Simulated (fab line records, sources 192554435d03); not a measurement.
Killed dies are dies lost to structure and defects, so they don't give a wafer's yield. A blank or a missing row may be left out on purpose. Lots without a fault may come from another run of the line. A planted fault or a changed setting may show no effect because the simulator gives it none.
fab line records | flow n5_finfet
record lots=11 wafers=33 last_day=17
route steps=1938 shown BEOL_M4@1088 PASSIVATION@1936
lots that met no fault: from a run of the same line without faults
start_h: hours from the record's first day to the start of the lot's first wafer shown | wait_h: hours since the lot's step before | " the same as in the row above | L1.1+2: a row that stands for several wafers | - no value, or no start given | * or withheld: withheld | < > ~ a bound
route shown NAME@n: a module of which the file shows steps, and the number in the route of the first | usual: mean/standard deviation of fault-free wafers | same: alike in all rows | chamber/n: place in a boat | sites: the reading at each site | _std_site: their standard deviation | _edge_site: outer sites' mean less inner sites' | radius_mm: how far each site lies from the wafer's centre | mask NAME#n: copy n | behind: the tool/chamber that last shaped the wafer | hold: why the lot was held/for how many hours/how that ended | device: the transistor (n, p or np) that didn't switch | end of line: the same wafers' tests at the end of the route | a step without rows: its recipe alone | killed: dies lost to structure and defects at the first sort, not the wafer's yield | map: a wafer's dies, x killed, . not, _ none there
set.NAME: the setting as run; set.NAME@STEP: as run at that earlier step | model.NAME: the simulator's own value behind a step, which no gauge read
steps of the route over a sample of lots; a table a step, a row a wafer
services: from which hour (start_h, from the record's first day; less than 0 if before it) a tool's chamber was out of use, for how many hours, and why
## steps
# step N5_BEOL_M4_SPUTTER_81
# recipe material=Cu target_thk_a=45 temp_c=-20 chamber_pressure_pa=0.07 power_w=withheld time_s=8.29
# usual chuck_gas_flow_sccm=1.25/0.053 throttle_valve_pct=30.0/1.1
# columns lot.wafer tool chamber start_h wait_h chuck_gas_flow_sccm throttle_valve_pct
L822.2 pvd_sputter-03 - 176.39 0.1 1.29 31.0
L822.3 " - " " 1.18 31.2
L822.6 " - " " 1.32 31.1
L823.1 pvd_sputter-02 - 176.70 0.1 1.40 31.3
L823.4 " - " " 1.22 30.7
L823.6 " - " " 1.20 30.6
L827.1 pvd_sputter-03 - 206.74 0.1 1.29 30.1
L827.4 " - " " 1.24 31.2
L827.6 " - " " 1.28 31.4
L828.1 pvd_sputter-03 - 209.82 0.1 1.29 30.5
L828.4 " - " " 1.24 31.3
L828.5 " - " " 1.21 31.1
L829.1 pvd_sputter-01 - 213.88 0.1 1.26 29.6
L829.4 " - " " 1.21 29.2
L829.5 " - " " 1.24 29.5
L838.1 pvd_sputter-01 - 264.53 0.1 1.35 28.8
L838.5 " - " " 1.24 30.4
L838.6 " - " " 1.26 29.8
L841.1 pvd_sputter-03 - 289.37 0.1 1.27 31.1
L841.3 " - " " 1.26 30.4
L841.5 " - " " 1.23 30.0
L842.1 pvd_sputter-02 - 289.86 0.1 1.27 29.2
L842.3 " - " " 1.27 31.3
L842.4 " - " " 1.27 27.2
L839.1 pvd_sputter-03 - 297.51 0.1 1.19 29.7
L839.2 " - " " 1.29 31.3
L839.4 " - " " 1.14 31.3
L844.2 pvd_sputter-01 - 298.70 0.1 1.28 30.4
L844.4 " - " " 1.26 29.2
L844.6 " - " " 1.16 29.3
L845.3 pvd_sputter-01 - 307.63 0.1 1.36 29.1
L845.5 " - " " 1.15 28.9
L845.6 " - " " 1.14 30.1
# step N5_BEOL_M4_SPUTTER_86
# recipe material=Cu target_thk_a=45 temp_c=-20 chamber_pressure_pa=0.07 power_w=withheld time_s=8.29
# usual chuck_gas_flow_sccm=1.26/0.052 throttle_valve_pct=30.0/1.2
# columns lot.wafer tool chamber start_h wait_h chuck_gas_flow_sccm throttle_valve_pct
L822.2 pvd_sputter-03 - 176.61 0.1 1.23 31.2
L822.3 " - " " 1.26 31.2
L822.6 " - " " 1.29 31.1
L823.1 pvd_sputter-02 - 176.95 0.1 1.22 30.9
L823.4 " - " " 1.24 30.7
L823.6 " - " " 1.20 30.8
L827.1 pvd_sputter-03 - 206.96 0.1 1.36 30.4
L827.4 " - " " 1.28 30.8
L827.6 " - " " 1.21 31.6
L828.1 pvd_sputter-03 - 210.04 0.1 1.28 30.6
L828.4 " - " " 1.26 31.2
L828.5 " - " " 1.22 31.2
L829.1 pvd_sputter-01 - 214.10 0.1 1.30 29.5
L829.4 " - " " 1.24 29.4
L829.5 " - " " 1.22 29.7
L838.1 pvd_sputter-01 - 264.75 0.1 1.32 29.2
L838.5 " - " " 1.20 30.0
L838.6 " - " " 1.24 29.9
L841.1 pvd_sputter-03 - 289.59 0.1 1.29 31.3
L841.3 " - " " 1.28 30.5
L841.5 " - " " 1.25 30.0
L842.1 pvd_sputter-02 - 290.08 0.1 1.28 29.3
L842.3 " - " " 1.34 31.0
L842.4 " - " " 1.24 27.2
L839.1 pvd_sputter-03 - 297.73 0.1 1.34 30.0
L839.2 " - " " 1.28 31.1
L839.4 " - " " 1.23 31.2
L844.2 pvd_sputter-01 - 298.92 0.1 1.18 30.2
L844.4 " - " " 1.24 29.4
L844.6 " - " " 1.21 29.3
L845.3 pvd_sputter-01 - 307.85 0.1 1.24 28.9
L845.5 " - " " 1.32 28.7
L845.6 " - " " 1.16 30.1
# step N5_BEOL_M4_ANNEAL_89
# recipe temp_c=400 time_s=240 ambient=vacuum
# usual heater_power_w=844/88 susceptor_temp_C=400.00/0.25
# columns lot.wafer tool chamber start_h wait_h heater_power_w susceptor_temp_C
L822.2 pvd_sputter-03 - 176.91 0.0 772 399.74
L822.3 " - " " 847 400.35
L822.6 " - " " 833 399.69
L823.1 pvd_sputter-02 - 177.28 0.0 929 399.92
L823.4 " - " " 670 399.90
L823.6 " - " " 672 400.30
L827.1 pvd_sputter-03 - 207.26 0.0 - -
L827.4 " - " " - -
L827.6 " - " " - -
L828.1 pvd_sputter-03 - 210.34 0.0 - -
L828.4 " - " " - -
L828.5 " - " " - -
L829.1 pvd_sputter-01 - 214.40 0.0 - -
L829.4 " - " " - -
L829.5 " - " " - -
L838.1 pvd_sputter-01 - 265.05 0.0 743 400.14
L838.5 " - " " 865 400.23
L838.6 " - " " 783 400.06
L841.1 pvd_sputter-03 - 289.89 0.0 765 400.02
L841.3 " - " " 845 400.12
L841.5 " - " " 812 399.97
L842.1 pvd_sputter-02 - 290.38 0.0 838 399.91
L842.3 " - " " 951 399.64
L842.4 " - " " 1012 399.67
L839.1 pvd_sputter-03 - 298.03 0.0 835 399.57
L839.2 " - " " 738 399.84
L839.4 " - " " 817 400.24
L844.2 pvd_sputter-01 - 299.22 0.0 918 400.19
L844.4 " - " " 885 400.05
L844.6 " - " " 909 399.78
L845.3 pvd_sputter-01 - 308.15 0.0 722 400.17
L845.5 " - " " 719 400.16
L845.6 " - " " 908 400.24
# step N5_BEOL_M4_ANNEAL_91
# recipe temp_c=400 time_s=240 ambient=vacuum
# usual heater_power_w=847/89 susceptor_temp_C=400.01/0.2
# columns lot.wafer tool chamber start_h wait_h heater_power_w susceptor_temp_C
L822.2 pvd_sputter-03 - 177.13 0.0 796 399.60
L822.3 " - " " 815 399.93
L822.6 " - " " 840 399.97
L823.1 pvd_sputter-02 - 177.53 0.0 979 399.77
L823.4 " - " " 686 399.87
L823.6 " - " " 690 400.21
L827.1 pvd_sputter-03 - 207.48 0.0 827 400.08
L827.4 " - " " 775 399.94
L827.6 " - " " 845 399.70
L828.1 pvd_sputter-03 - 210.56 0.0 836 400.08
L828.4 " - " " 855 400.17
L828.5 " - " " 837 400.11
L829.1 pvd_sputter-01 - 214.62 0.0 794 400.01
L829.4 " - " " 910 399.84
L829.5 " - " " 889 399.89
L838.1 pvd_sputter-01 - 265.27 0.0 776 399.57
L838.5 " - " " 878 399.68
L838.6 " - " " 782 399.69
L841.1 pvd_sputter-03 - 290.11 0.0 769 400.21
L841.3 " - " " 862 399.65
L841.5 " - " " 808 400.10
L842.1 pvd_sputter-02 - 290.60 0.0 851 399.89
L842.3 " - " " 929 400.20
L842.4 " - " " 998 400.50
L839.1 pvd_sputter-03 - 298.25 0.0 822 400.00
L839.2 " - " " 755 400.24
L839.4 " - " " 866 399.85
L844.2 pvd_sputter-01 - 299.44 0.0 899 399.95
L844.4 " - " " 910 400.02
L844.6 " - " " 894 400.01
L845.3 pvd_sputter-01 - 308.37 0.0 727 399.95
L845.5 " - " " 726 399.91
L845.6 " - " " 878 400.35
# step N5_BEOL_M4_RC_MEAS_101
# usual DIBL_N=37.2/1.9 DIBL_P=37.3/2.2 IOFF_N=0.18/0.038 IOFF_P=0.22/0.039 ION_N=678/11 ION_P=462/6.9 SS_N=71.8/0.68 SS_P=73.5/0.65 VT_N=249/3.4 VT_P=-250/3.2
# columns lot.wafer tool chamber start_h wait_h DIBL_N[mV/V] DIBL_P[mV/V] IOFF_N[nA/um] IOFF_P[nA/um] ION_N[uA/um] ION_P[uA/um] SS_N[mV/dec] SS_P[mV/dec] VT_N[mV] VT_P[mV]
L822.2 prober-01 0 178.96 0.2 39.7 40.5 0.22 0.25 690 461 72.7 73.3 246 -250
L822.3 " 0 " " 36.8 36.0 0.15 0.18 654 450 71.7 73.0 254 -252
L822.6 " 0 " " 35.2 35.4 0.14 0.17 673 455 72.3 72.4 251 -254
L823.1 prober-02 0 179.31 0.0 35.0 34.6 0.13 0.15 660 449 71.1 72.9 250 -255
L823.4 " 0 " " 38.2 37.9 0.20 0.20 669 449 71.7 72.7 247 -252
L823.6 " 0 " " 34.7 35.4 0.14 0.17 677 458 71.3 73.3 250 -252
L827.1 prober-01 0 209.26 0.0 37.4 40.0 0.20 0.25 686 475 72.4 73.3 244 -247
L827.4 " 0 " " 36.9 38.2 0.19 0.23 676 465 72.2 74.3 249 -250
L827.6 " 0 " " 35.6 36.7 0.16 0.20 679 457 71.0 73.1 251 -250
L828.1 prober-01 0 212.36 0.0 35.6 35.4 0.15 0.22 672 471 70.9 73.2 252 -246
L828.4 " 0 " " 35.2 34.8 0.15 0.21 685 475 71.3 72.8 249 -247
L828.5 " 0 " " 36.8 37.2 0.17 0.24 679 474 70.8 73.7 248 -247
L829.1 prober-02 0 217.60 0.0 36.3 37.3 0.16 0.19 690 465 72.3 73.6 252 -254
L829.4 " 0 " " 40.0 40.3 0.22 0.25 683 464 72.9 73.4 249 -250
L829.5 " 0 " " 40.3 41.6 0.21 0.26 684 466 71.8 73.6 246 -247
L838.1 prober-01 0 267.21 0.0 34.7 36.6 0.16 0.18 681 459 71.6 73.3 251 -253
L838.5 " 0 " " 35.3 37.4 0.17 0.19 684 458 71.5 73.4 246 -254
L838.6 " 0 " " 36.2 38.1 0.19 0.21 682 458 71.5 73.8 251 -250
L841.1 prober-01 0 291.84 0.0 37.6 35.7 0.16 0.21 677 463 71.9 73.2 249 -249
L841.3 " 0 " " 37.7 35.5 0.17 0.21 670 457 72.4 73.9 247 -250
L841.5 " 0 " " 37.3 36.3 0.16 0.24 677 464 72.1 73.7 248 -250
L842.1 prober-02 0 292.55 0.2 36.8 35.1 0.17 0.22 677 458 71.2 73.7 248 -248
L842.3 " 0 " " 36.7 36.2 0.17 0.24 682 469 72.7 73.2 248 -248
L842.4 " 0 " " 37.4 36.5 0.21 0.25 691 470 72.2 73.4 244 -245
L839.1 prober-01 0 300.26 0.0 40.8 40.5 0.26 0.34 694 478 73.6 74.5 240 -242
L839.2 " 0 " " 36.7 35.5 0.16 0.23 684 477 71.6 73.7 246 -247
L839.4 " 0 " " 35.3 34.4 0.14 0.20 660 464 71.1 73.4 250 -249
L844.2 prober-01 0 301.36 0.2 37.2 40.0 0.18 0.22 668 452 72.0 74.4 250 -251
L844.4 " 0 " " 37.0 39.2 0.17 0.20 673 461 72.1 73.6 250 -255
L844.6 " 0 " " 35.9 37.1 0.14 0.17 655 445 72.4 73.8 254 -255
L845.3 prober-02 0 310.43 0.3 35.6 36.9 0.16 0.19 669 460 71.8 73.2 251 -253
L845.5 " 0 " " 33.3 32.9 0.11 0.15 655 453 71.8 73.2 257 -255
L845.6 " 0 " " 37.0 37.7 0.18 0.22 678 459 72.6 73.6 248 -250
# step N5_PASSIVATION_PROBE_49
# usual defect_limited_yield=91.2/1.6 killed_at_M0_to_M3=31/10 killed_at_M4_up=14/4.4 killed_at_contacts=13/6 killed_at_front_end=43/13 killed_at_other=3.5/2.6 killed_dies=104/18 killed_open=68/14 killed_short=34/8.1 sort_bin_4_leakage=0.01/0.073 sort_bin_5_function=5.1/1.1 sort_bin_6_memory=3.3/0.68 sort_n_pass=1076/18 sort_yield_pct=91.2/1.6
# same gross_dies=1180 killed_at_back_side=0 sort_bin_8_speed[%]=0
# columns lot.wafer tool chamber start_h wait_h defect_limited_yield[%] killed_at_M0_to_M3 killed_at_M4_up killed_at_contacts killed_at_front_end killed_at_other killed_dies killed_open killed_short sort_bin_4_leakage[%] sort_bin_5_function[%] sort_bin_6_memory[%] sort_n_pass sort_yield_pct[%]
L822.2 prober-01 - 278.32 0.1 91.7 32 5 5 49 7 98 56 42 0 4.8 3.1 1082 91.7
L822.3 prober-01 - 278.37 0.1 89.7 38 13 11 50 10 122 68 52 0 6.6 3.5 1058 89.7
L822.6 prober-01 - 278.52 0.3 91.7 26 12 11 42 7 98 62 35 0 5.2 2.8 1082 91.7
L823.1 prober-02 - 284.49 0.0 92.7 24 8 11 42 1 86 55 31 0 4.0 3.1 1094 92.7
L823.4 prober-02 - 284.64 0.2 91.9 36 8 18 27 6 95 61 34 0 5.1 2.7 1085 91.9
L823.6 prober-02 - 284.74 0.3 93.3 23 11 13 32 0 79 57 22 0 3.4 3.1 1101 93.3
L827.1 prober-01 - 311.97 0.0 89.7 22 11 17 63 8 121 87 33 0 5.6 4.4 1059 89.7
L827.4 prober-01 - 312.12 0.2 90.3 26 11 17 54 7 115 73 41 0 6.4 3.2 1065 90.3
L827.6 prober-01 - 312.22 0.3 90.6 28 7 8 64 4 111 69 39 0 6.1 3.2 1069 90.6
L828.1 prober-01 - 321.12 0.0 92.5 31 18 13 24 2 88 59 29 0 4.2 2.7 1092 92.5
L828.4 prober-01 - 321.27 0.2 92.7 44 6 8 25 3 86 57 28 0 3.8 3.0 1094 92.7
L828.5 prober-01 - 321.32 0.2 90.5 35 10 7 60 0 112 60 48 0 6.0 3.2 1068 90.5
L829.1 prober-02 - 327.63 0.0 90.2 48 16 11 35 6 116 80 33 0 6.0 3.6 1064 90.2
L829.4 prober-02 - 327.78 0.2 91.2 31 13 12 45 3 104 61 42 0 5.2 3.2 1076 91.2
L829.5 prober-02 - 327.83 0.2 89.5 31 8 16 67 2 124 76 40 0 4.9 4.7 1056 89.5
L838.1 prober-01 - 382.03 0.0 89.6 47 9 13 53 1 123 78 45 0 4.9 5.0 1057 89.6
L838.5 prober-01 - 382.23 0.2 91.0 23 17 7 54 5 106 71 34 0 5.5 3.3 1074 91.0
L838.6 prober-01 - 382.28 0.3 89.6 36 16 12 57 2 123 79 43 0 6.6 3.5 1057 89.6
L841.1 prober-01 - 400.99 0.0 89.9 24 12 23 59 1 119 76 36 0 5.8 3.6 1061 89.9
L841.3 prober-01 - 401.09 0.1 92.4 37 13 8 30 2 90 59 30 0 4.7 2.5 1090 92.4
L841.5 prober-01 - 401.19 0.2 91.9 6 7 8 74 1 96 52 38 0 4.2 3.3 1084 91.9
L842.1 prober-01 - 406.19 0.5 91.6 19 5 17 52 6 99 59 38 0 4.7 3.5 1081 91.6
L842.3 prober-01 - 406.29 0.6 87.3 44 23 27 54 2 150 106 42 0 7.5 4.8 1030 87.3
L842.4 prober-01 - 406.34 0.7 90.5 17 16 17 61 1 112 76 36 0 6.0 3.1 1068 90.5
L839.1 prober-01 - 409.38 0.0 93.1 29 13 17 22 1 82 47 27 0.08 3.1 2.9 1097 93.0
L839.2 prober-01 - 409.43 0.1 91.9 30 13 13 35 4 95 57 34 0 4.4 3.4 1085 91.9
L839.4 prober-01 - 409.53 0.2 90.8 26 19 22 40 1 108 64 33 0 5.7 2.3 1072 90.8
L844.2 prober-01 - 413.81 0.1 89.4 44 11 8 60 2 125 86 38 0 6.3 4.1 1055 89.4
L844.4 prober-01 - 413.91 0.2 91.3 38 11 15 39 0 103 74 26 0 5.3 3.2 1077 91.3
L844.6 prober-01 - 414.01 0.3 91.1 37 9 10 49 0 105 71 33 0 4.4 3.9 1075 91.1
L845.3 prober-01 - 419.55 0.1 91.4 19 19 14 43 7 102 64 31 0 4.7 3.1 1078 91.4
L845.5 prober-01 - 419.65 0.2 90.6 16 21 13 56 5 111 77 29 0 5.6 3.4 1069 90.6
L845.6 prober-01 - 419.70 0.3 91.1 43 20 7 31 4 105 74 28 0 5.1 3.5 1075 91.1
# killed by level:class
L822.2 FIN_SAQP:geometric_particle:open=15 BEOL_M0_SAQP:geometric_particle:short=12 FIN_SAQP:geometric_particle:short=11 BEOL_M3:geometric_particle:open=7 BEOL_M0_SAQP:geometric_particle:open=6 STARTING-WAFER:geometric_particle:short=6 DUMMY_GATE:geometric_particle:open=5 MOL_CONTACT_COAG:geometric_particle:open=4
L822.3 FIN_SAQP:geometric_particle:short=20 BEOL_M0_SAQP:geometric_particle:open=10 BEOL_M3:geometric_particle:open=10 MOL_CONTACT_COAG:geometric_particle:open=9 FIN_SAQP:geometric_particle:open=8 STI_FIN_REVEAL:geometric_particle:open=7 BEOL_M4:geometric_particle:open=7 BEOL_M3:geometric_particle:short=6
L822.6 FIN_SAQP:geometric_particle:short=12 FIN_SAQP:geometric_particle:open=11 MOL_CONTACT_COAG:geometric_particle:open=9 BEOL_M3:geometric_particle:open=7 STI_FIN_REVEAL:geometric_particle:open=6 BEOL_M0_SAQP:geometric_particle:open=5 BEOL_M0_SAQP:geometric_particle:short=5 BEOL_M7:geometric_particle:open=5
L823.1 FIN_SAQP:geometric_particle:open=16 FIN_SAQP:geometric_particle:short=9 MOL_CONTACT_COAG:geometric_particle:open=7 BEOL_M0_SAQP:geometric_particle:short=5 GATE_CUT:geometric_particle:short=4 GATE_CUT:geometric_particle:open=4 MOL_CONTACT_COAG:geometric_particle:short=4 BEOL_M0:geometric_particle:open=4
L823.4 MOL_CONTACT_COAG:geometric_particle:open=12 FIN_SAQP:geometric_particle:open=6 FIN_SAQP:geometric_particle:short=6 MOL_CONTACT_COAG:geometric_particle:short=6 BEOL_M3:geometric_particle:open=6 BEOL_M1:geometric_particle:open=6 BEOL_M0_SAQP:geometric_particle:open=5 BEOL_M0:geometric_particle:open=5
L823.6 FIN_SAQP:geometric_particle:open=16 MOL_CONTACT_COAG:geometric_particle:open=13 BEOL_M4:geometric_particle:open=7 FIN_SAQP:geometric_particle:short=6 BEOL_M1:geometric_particle:open=6 BEOL_M0:geometric_particle:open=5 BEOL_M0_SAQP:geometric_particle:short=4 BEOL_M3:geometric_particle:open=4
L827.1 STI_FIN_REVEAL:geometric_particle:open=19 MOL_CONTACT_COAG:geometric_particle:open=16 BEOL_M1:geometric_particle:open=10 FIN_SAQP:geometric_particle:short=9 FIN_SAQP:geometric_particle:open=9 DUMMY_GATE:geometric_particle:open=8 BEOL_M4:geometric_particle:open=6 STI_FIN_REVEAL:geometric_particle:short=6
L827.4 MOL_CONTACT_COAG:geometric_particle:open=17 STI_FIN_REVEAL:geometric_particle:open=14 FIN_SAQP:geometric_particle:short=10 BEOL_M1:geometric_particle:open=10 GATE_CUT:geometric_particle:short=8 FIN_SAQP:geometric_particle:open=7 BEOL_M0_SAQP:geometric_particle:short=6 DUMMY_GATE:geometric_particle:open=5
L827.6 FIN_SAQP:geometric_particle:short=15 STI_FIN_REVEAL:geometric_particle:open=12 DUMMY_GATE:geometric_particle:open=9 BEOL_M0_SAQP:geometric_particle:open=9 BEOL_M0_SAQP:geometric_particle:short=8 MOL_CONTACT_COAG:geometric_particle:open=7 STARTING-WAFER:geometric_particle:open=7 FIN_SAQP:geometric_particle:open=6
L828.1 BEOL_M0_SAQP:geometric_particle:open=12 MOL_CONTACT_COAG:geometric_particle:open=11 BEOL_M4:geometric_particle:open=10 GATE_CUT:geometric_particle:short=7 STARTING-WAFER:geometric_particle:short=4 BEOL_M0_SAQP:geometric_particle:short=4 BEOL_M2:geometric_particle:open=4 BEOL_M3:geometric_particle:open=4
L828.4 BEOL_M0_SAQP:geometric_particle:short=12 BEOL_M0_SAQP:geometric_particle:open=11 BEOL_M2:geometric_particle:open=9 MOL_CONTACT_COAG:geometric_particle:open=7 FIN_SAQP:geometric_particle:open=4 STI_FIN_REVEAL:geometric_particle:open=3 DUMMY_GATE:geometric_particle:open=3 BEOL_M0:geometric_particle:open=3
L828.5 FIN_SAQP:geometric_particle:short=13 ILD0:geometric_particle:open=7 GATE_CUT:geometric_particle:short=7 BEOL_M0_SAQP:geometric_particle:open=7 BEOL_M0:geometric_particle:open=7 STARTING-WAFER:geometric_particle:open=7 BEOL_M1:geometric_particle:open=6 FIN_SAQP:geometric_particle:open=5
L829.1 BEOL_M3:geometric_particle:open=12 STI_FIN_REVEAL:geometric_particle:open=11 MOL_CONTACT_COAG:geometric_particle:open=9 BEOL_M4:geometric_particle:open=8 BEOL_M2:geometric_particle:open=8 BEOL_M0_SAQP:geometric_particle:open=7 BEOL_M0_SAQP:geometric_particle:short=7 FIN_SAQP:geometric_particle:open=6
L829.4 MOL_CONTACT_COAG:geometric_particle:open=10 FIN_SAQP:geometric_particle:short=9 BEOL_M3:geometric_particle:open=9 ILD0:geometric_particle:short=8 BEOL_M4:geometric_particle:open=8 BEOL_M0_SAQP:geometric_particle:short=7 STI_FIN_REVEAL:geometric_particle:open=6 FIN_SAQP:geometric_particle:open=5
L829.5 STI_FIN_REVEAL:geometric_particle:open=17 FIN_SAQP:geometric_particle:short=16 MOL_CONTACT_COAG:geometric_particle:open=11 BEOL_M0_SAQP:geometric_particle:short=11 FIN_SAQP:geometric_particle:open=10 BEOL_M1:geometric_particle:open=7 BEOL_M0_SAQP:geometric_particle:open=6 HKMG_FIN:area_etch=6
L838.1 STI_FIN_REVEAL:geometric_particle:open=17 BEOL_M0_SAQP:geometric_particle:open=16 BEOL_M0_SAQP:geometric_particle:short=13 FIN_SAQP:geometric_particle:open=10 MOL_CONTACT_COAG:geometric_particle:open=10 FIN_SAQP:geometric_particle:short=9 BEOL_M2:geometric_particle:open=5 BEOL_M3:geometric_particle:open=5
L838.5 FIN_SAQP:geometric_particle:open=22 STI_FIN_REVEAL:geometric_particle:open=9 BEOL_M0_SAQP:geometric_particle:short=9 BEOL_M4:geometric_particle:open=6 MOL_CONTACT_COAG:geometric_particle:open=5 BEOL_M0_SAQP:geometric_particle:open=4 STI_FIN_REVEAL:geometric_particle:short=3 ILD0:geometric_particle:short=3
L838.6 STI_FIN_REVEAL:geometric_particle:open=21 FIN_SAQP:geometric_particle:short=11 BEOL_M0_SAQP:geometric_particle:short=11 MOL_CONTACT_COAG:geometric_particle:open=10 BEOL_M4:geometric_particle:open=9 FIN_SAQP:geometric_particle:open=7 BEOL_M0_SAQP:geometric_particle:open=7 BEOL_M3:geometric_particle:open=7
L841.1 MOL_CONTACT_COAG:geometric_particle:open=19 FIN_SAQP:geometric_particle:short=17 FIN_SAQP:geometric_particle:open=11 BEOL_M2:geometric_particle:open=9 GATE_CUT:geometric_particle:short=8 BEOL_M0:geometric_particle:open=6 HKMG_FIN:area_etch=6 STI_FIN_REVEAL:geometric_particle:open=5
L841.3 BEOL_M0_SAQP:geometric_particle:open=10 BEOL_M0_SAQP:geometric_particle:short=8 FIN_SAQP:geometric_particle:short=7 MOL_CONTACT_COAG:geometric_particle:open=7 FIN_SAQP:geometric_particle:open=6 BEOL_M3:geometric_particle:open=6 BEOL_M2:geometric_particle:open=5 BEOL_M4:geometric_particle:open=5
L841.5 FIN_SAQP:geometric_particle:short=21 STI_FIN_REVEAL:geometric_particle:open=21 MOL_CONTACT_COAG:geometric_particle:open=8 FIN_SAQP:geometric_particle:open=7 HKMG_FIN:area_etch=6 STARTING-WAFER:geometric_particle:open=5 GATE_CUT:geometric_particle:short=4 STI_FIN_REVEAL:geometric_particle:short=3
L842.1 STI_FIN_REVEAL:geometric_particle:open=10 MOL_CONTACT_COAG:geometric_particle:open=10 FIN_SAQP:geometric_particle:open=9 FIN_SAQP:geometric_particle:short=8 MOL_CONTACT_COAG:geometric_particle:short=7 GATE_CUT:geometric_particle:short=6 BEOL_M1:geometric_particle:open=6 DUMMY_GATE:geometric_particle:open=4
L842.3 MOL_CONTACT_COAG:geometric_particle:open=23 FIN_SAQP:geometric_particle:short=13 BEOL_M0_SAQP:geometric_particle:open=12 BEOL_M4:geometric_particle:open=12 FIN_SAQP:geometric_particle:open=10 BEOL_M1:geometric_particle:open=9 BEOL_M2:geometric_particle:open=9 BEOL_M0_SAQP:geometric_particle:short=8
L842.4 FIN_SAQP:geometric_particle:open=19 MOL_CONTACT_COAG:geometric_particle:open=11 FIN_SAQP:geometric_particle:short=9 BEOL_M4:geometric_particle:open=9 DUMMY_GATE:geometric_particle:open=8 STI_FIN_REVEAL:geometric_particle:open=6 MOL_CONTACT_COAG:geometric_particle:short=6 BEOL_M0_SAQP:geometric_particle:short=5
L839.1 MOL_CONTACT_COAG:geometric_particle:open=13 BEOL_M2:geometric_particle:open=6 FIN_SAQP:geometric_particle:short=5 BEOL_M0_SAQP:geometric_particle:open=5 BEOL_M0_SAQP:geometric_particle:short=5 BEOL_M3:geometric_particle:open=5 HKMG_FIN:area_etch=5 FIN_SAQP:geometric_particle:open=4
L839.2 STI_FIN_REVEAL:geometric_particle:open=12 MOL_CONTACT_COAG:geometric_particle:open=8 BEOL_M0_SAQP:geometric_particle:short=8 BEOL_M0_SAQP:geometric_particle:open=7 BEOL_M3:geometric_particle:open=6 MOL_CONTACT_COAG:geometric_particle:short=5 FIN_SAQP:geometric_particle:short=4 DUMMY_GATE:geometric_particle:open=4
L839.4 MOL_CONTACT_COAG:geometric_particle:open=18 BEOL_M0_SAQP:geometric_particle:short=12 STI_FIN_REVEAL:geometric_particle:open=5 DUMMY_GATE:geometric_particle:open=5 GATE_CUT:geometric_particle:short=5 BEOL_M5:geometric_particle:open=5 STARTING-WAFER:geometric_particle:short=5 HKMG_FIN:area_etch=5
L844.2 FIN_SAQP:geometric_particle:open=16 STI_FIN_REVEAL:geometric_particle:open=16 BEOL_M2:geometric_particle:open=16 FIN_SAQP:geometric_particle:short=8 MOL_CONTACT_COAG:geometric_particle:open=7 BEOL_M1:geometric_particle:open=7 BEOL_M1:geometric_particle:short=7 BEOL_M2:geometric_particle:short=6
L844.4 BEOL_M1:geometric_particle:open=15 MOL_CONTACT_COAG:geometric_particle:open=14 BEOL_M2:geometric_particle:open=9 FIN_SAQP:geometric_particle:open=8 BEOL_M4:geometric_particle:open=5 STI_FIN_REVEAL:geometric_particle:open=5 DUMMY_GATE:geometric_particle:open=4 STARTING-WAFER:geometric_particle:short=4
L844.6 STI_FIN_REVEAL:geometric_particle:open=14 DUMMY_GATE:geometric_particle:open=12 BEOL_M0_SAQP:geometric_particle:open=10 MOL_CONTACT_COAG:geometric_particle:open=7 BEOL_M1:geometric_particle:open=7 BEOL_M2:geometric_particle:open=6 BEOL_M0_SAQP:geometric_particle:short=5 BEOL_M3:geometric_particle:open=5
L845.3 FIN_SAQP:geometric_particle:open=10 STI_FIN_REVEAL:geometric_particle:open=10 BEOL_M4:geometric_particle:open=10 MOL_CONTACT_COAG:geometric_particle:open=8 MOL_CONTACT_COAG:geometric_particle:short=6 HKMG_FIN:area_etch=5 FIN_SAQP:geometric_particle:short=4 BEOL_M3:geometric_particle:open=4
L845.5 STI_FIN_REVEAL:geometric_particle:open=17 MOL_CONTACT_COAG:geometric_particle:open=12 BEOL_M4:geometric_particle:open=8 FIN_SAQP:geometric_particle:open=5 FIN_SAQP:geometric_particle:short=5 STI_FIN_REVEAL:geometric_particle:short=5 GATE_CUT:geometric_particle:open=5 BEOL_M3:geometric_particle:open=4
L845.6 STI_FIN_REVEAL:geometric_particle:open=11 BEOL_M1:geometric_particle:open=11 BEOL_M3:geometric_particle:open=10 MOL_CONTACT_COAG:geometric_particle:open=6 BEOL_M1:geometric_particle:short=5 BEOL_M2:geometric_particle:open=5 DUMMY_GATE:geometric_particle:open=4 BEOL_M7:geometric_particle:open=4
## services
# columns tool chamber start_h hours kind
pvd_sputter-02 - 156.98 2.5 repair
pvd_sputter-01 - 254.97 2.7 repair
## key
first_sign step=N5_BEOL_M4_ANNEAL_89 reading=tool_record direction=missing
effect none on later readings
met_at N5_BEOL_M4_ANNEAL_89
struck_lots L827,L828,L829
not_acting_at N5_BEOL_M4_SPUTTER_81,N5_BEOL_M4_SPUTTER_86,N5_BEOL_M4_ANNEAL_91
onset_between 176.91 207.26
fault kind=skipped_step_whole tool=pvd_sputter-01,pvd_sputter-03 chamber=- onset_h=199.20 steps=N5_BEOL_M4_ANNEAL_89 scope=struck_lots_only
